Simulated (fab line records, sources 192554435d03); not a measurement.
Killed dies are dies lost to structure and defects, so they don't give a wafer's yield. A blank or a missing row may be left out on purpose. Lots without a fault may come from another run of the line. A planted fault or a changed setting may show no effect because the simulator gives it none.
Chamber matching | flow n5_finfet | N5_FIN_SAQP_STRIP_77 on rie_diel-05: 4 sister chambers
The step strips in N2/H2, time 90 s. 16 wafers are shown with their chamber, then 8 later ones without.

WAFERS WITH THEIR CHAMBER
wafer  | chamber | throttle_valve_pct (%) | drypump_motor_current_A (A) | oes_product_au (a.u.)
L077.1 | 3       | 12.8                   | 5.3                         | 0.68
L077.3 | 0       | 12.2                   | 5.8                         | 0.78
L077.5 | 0       | 12.2                   | 5.8                         | 0.77
L079.3 | 1       | 11.6                   | 5.9                         | 0.97
L079.4 | 0       | 12.2                   | 5.8                         | 0.78
L079.6 | 3       | 12.8                   | 5.3                         | 0.68
L080.1 | 3       | 12.8                   | 5.3                         | 0.67
L080.2 | 1       | 11.6                   | 5.9                         | 0.97
L080.6 | 1       | 11.6                   | 5.9                         | 0.97
L081.2 | 2       | 13.0                   | 5.9                         | 0.67
L081.4 | 1       | 11.6                   | 5.8                         | 0.95
L081.5 | 1       | 11.6                   | 5.9                         | 0.95
L085.3 | 0       | 12.2                   | 5.8                         | 0.77
L085.5 | 3       | 12.8                   | 5.3                         | 0.67
L085.6 | 0       | 12.2                   | 5.8                         | 0.77
L087.2 | 1       | 11.7                   | 5.9                         | 0.92

SIGNATURES (means of the wafers above)
reading                 | chamber 0 | chamber 1 | chamber 2 | chamber 3 | scatter within a chamber
throttle_valve_pct      | 12.200    | 11.617    | 13.000    | 12.800    | 0.0264
drypump_motor_current_A | 5.800     | 5.883     | 5.900     | 5.300     | 0.0264
oes_product_au          | 0.7740    | 0.9550    | 0.6700    | 0.6750    | 0.0134
Rule: a wafer's distance from a chamber is the root of the sum, over the readings, of the square of ((its reading less the chamber's mean) divided by the reading's scatter). The wafer belongs to the nearest chamber; if the next one is less than 2 further off, it can't be placed. The scatter: the root of (the sum of the squares of (reading less its chamber's mean) over the shown wafers, divided by (wafers less chambers)).

WAFERS WITHOUT THEIR CHAMBER
wafer  | throttle_valve_pct (%) | drypump_motor_current_A (A) | oes_product_au (a.u.)
L087.4 | 12.4                   | 5.9                         | 1.01
L087.6 | 12.8                   | 5.3                         | 0.67
L088.2 | 12.4                   | 5.9                         | 0.99
L088.3 | 12.2                   | 5.8                         | 0.76
L088.5 | 12.4                   | 5.9                         | 0.99
L090.1 | 11.7                   | 5.9                         | 0.92
L090.5 | 11.7                   | 5.8                         | 0.91
L090.6 | 12.4                   | 5.9                         | 0.97

WHICH CHAMBER EACH WENT THROUGH
wafer  | from the rows above | in truth
L087.4 | 0                   | 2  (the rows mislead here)
L087.6 | 3                   | 3
L088.2 | 0                   | 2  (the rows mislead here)
L088.3 | 0                   | 0
L088.5 | 0                   | 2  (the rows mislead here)
L090.1 | 1                   | 1
L090.5 | 1                   | 1
L090.6 | 0                   | 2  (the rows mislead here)
Placed correctly: 4 of 8. Can't be placed from these rows: 0. Placed wrongly: 4.
